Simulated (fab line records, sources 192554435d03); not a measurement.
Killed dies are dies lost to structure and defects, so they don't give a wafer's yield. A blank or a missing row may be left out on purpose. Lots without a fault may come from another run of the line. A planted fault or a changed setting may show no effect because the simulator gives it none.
Chamber matching | flow n5_finfet | N5_BEOL_M4_ETCH_69 on rie_diel-02: 4 sister chambers
The step etches SiARC in CF4, target depth 15.6 nm, time 26 s. 8 wafers are shown with their chamber, then 8 later ones without.

WAFERS WITH THEIR CHAMBER
wafer  | chamber | showerhead_plenum_p_Torr (Torr) | throttle_valve_pct (%)
L082.3 | 0       | 2.064                           | 15.60
L084.6 | 2       | 2.134                           | 16.08
L083.5 | 2       | 2.134                           | 16.08
L083.6 | 1       | 2.135                           | 15.52
L088.2 | 3       | 2.146                           | 15.59
L088.4 | 1       | 2.133                           | 15.52
L088.6 | 0       | 2.061                           | 15.65
L093.1 | 3       | 2.144                           | 15.60

WAFERS WITHOUT THEIR CHAMBER
wafer  | showerhead_plenum_p_Torr (Torr) | throttle_valve_pct (%)
L093.3 | 2.130                           | 15.51
L093.4 | 2.130                           | 16.13
L094.1 | 2.142                           | 15.61
L094.5 | 2.141                           | 15.60
L094.6 | 2.057                           | 15.67
L095.2 | 2.141                           | 15.61
L095.5 | 2.141                           | 15.62
L095.6 | 2.126                           | 16.13

WHICH CHAMBER EACH WENT THROUGH
wafer  | from the rows above | in truth
L093.3 | 1                   | 1
L093.4 | 2                   | 2
L094.1 | 3                   | 3
L094.5 | 3                   | 3
L094.6 | 0                   | 0
L095.2 | 3                   | 3
L095.5 | 3                   | 3
L095.6 | 2                   | 2
Placed correctly: 8 of 8. Can't be placed from these rows: 0. Placed wrongly: 0.
How it was worked out, from the rows above alone: a wafer's distance from a chamber is the root of the sum, over the readings, of the square of ((its reading less the chamber's mean) divided by the reading's scatter). The wafer belongs to the nearest chamber; if the next one is less than 2 further off, it can't be placed. A chamber's mean is the mean of its shown wafers. The scatter: the root of (the sum of the squares of (reading less its chamber's mean) over the shown wafers, divided by (wafers less chambers)).
